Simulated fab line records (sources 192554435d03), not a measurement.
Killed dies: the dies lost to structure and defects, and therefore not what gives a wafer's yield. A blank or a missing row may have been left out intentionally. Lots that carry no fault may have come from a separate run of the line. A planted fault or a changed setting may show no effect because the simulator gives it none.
A struck lot beside a sound one || flow n5-finfet || 14 steps out of a route of 1938
Sound: the wafers L137.3, L137.4, L137.6. Struck: wafer L148.5 (L148.3, L148.4, from the same lot, were not struck and are left out); the cause is given at the end.
At each step with rows: each side's tool, then ch and its chambers, then its first start. Under that, the readings that differ: sound wafers || struck wafers || difference of the means || sigmas: that difference in standard deviations of wafers without a fault.
alike: a reading whose means differ by less than 2 such deviations, as well as words and numbers matching on both sides. not compared: withheld readings; readings where some wafer has no value; bounds like >300 that might hide an equal value; numbers whose values overlap and for which the record gives no deviation.
A row with sigmas, a row that says differs or no value, or rows on one side alone: a step with any of these is where the two part. Non-overlapping numbers with no deviation appear without sigmas and do not part them. Lack of a reading on every wafer of one side parts them only where that side has two or more wafers.

N5_BEOL_M6_TRENCH_ETCH_37: etches SiCOH lowk in C4F6/O2, target depth 94.435 nm, time 31.5 s.
  sound: rie-diel-05 ch 0,2; struck: rie-diel-01 ch 0
{"reading": "rf-vpp-V (V)", "sound": "692 693 678", "struck": 653, "difference": -35, "sigmas": -2}
  alike: drypump-motor-current-A, oes-product-au, showerhead-plenum-p-Torr, throttle-valve-pct
  not compared: rf-hours-counter-h
then, 2 steps without rows for these wafers: N5_BEOL_M6_ETCH_41 (etches SiCN in CH3F/O2, target depth 29.7 nm, time 52 s); N5_BEOL_M6_STRIP_80 (strips in N2/H2, time 10 s).
N5_BEOL_M6_OCD_MEAS_38:
  sound on ocd-01, day 9 04:15; struck on ocd-02, day 11 22:24
  alike: trench-depth-nm
then, 4 steps without rows for these wafers: N5_BEOL_M6_HM_STRIP_39 (strips TiN in peroxide tin strip, target depth 25 nm, time 158 s); N5_BEOL_M6_SRD_40 (time 30 s); N5_BEOL_M6_PRECLEAN_42 (cleans in residue remover, time 60 s); N5_BEOL_M6_SRD_43 (time 30 s).
N5_BEOL_M6_CD_MEAS_35: target cd 40 nm, target cd y 28 nm.
  sound on cd-sem-03, day 9 04:30; struck on cd-sem-01, day 11 22:33
  alike: cd-nm
N5_BEOL_M6_CURE_75: cures SiCOH lowk, time 120 s.
  sound on uv-cure-03 ch 2, day 9 04:38; struck on uv-cure-01 ch 0, day 11 22:42
  alike: lamp-power-pct, wafer_temp_C_max
N5_BEOL_M6_DEGAS_44: time 60 s.
  sound on pvd-sputter-03, day 9 05:02; struck on pvd-sputter-02, day 11 22:57
  alike: heater-power-w
N5_BEOL_M6_PRE_CLEAN_45: time 30 s.
  sound on pvd-sputter-03, day 9 05:04; struck on pvd-sputter-02, day 11 22:59
  alike: heater-power-w
N5_BEOL_M6_ALD_77: deposits TaN, target thk 2 nm, pulse time 2 s, purge time 3 s.
  sound on ald-metal-03 ch 0,1,2, day 9 05:09; struck on ald-metal-04 ch 2, day 11 23:04
{"reading": "ald-cycles", "sound": "40 40 40", "struck": 53, "difference": "+13", "sigmas": ""}
{"reading": "model.TaN_of_BEOL_M6_ALD_77.thk-nm (nm)", "sound": "2 2 2", "struck": 2.6, "difference": "+0.6", "sigmas": ""}
  alike: heater-power-w
  not compared: since-wet-clean-h
N5_BEOL_M6_SURFACE_TREAT_79:
  sound on pvd-sputter-03, day 9 05:31; struck on pvd-sputter-02, day 11 23:21
  not compared: throttle-valve-pct

## WHERE THEY PART
Only at N5_BEOL_M6_TRENCH_ETCH_37, within this record. Later steps at which nothing parts them and some readings are alike: N5_BEOL_M6_OCD_MEAS_38, N5_BEOL_M6_CD_MEAS_35, N5_BEOL_M6_CURE_75, N5_BEOL_M6_DEGAS_44, N5_BEOL_M6_PRE_CLEAN_45, N5_BEOL_M6_ALD_77.

WHY: what had been put in by the simulator
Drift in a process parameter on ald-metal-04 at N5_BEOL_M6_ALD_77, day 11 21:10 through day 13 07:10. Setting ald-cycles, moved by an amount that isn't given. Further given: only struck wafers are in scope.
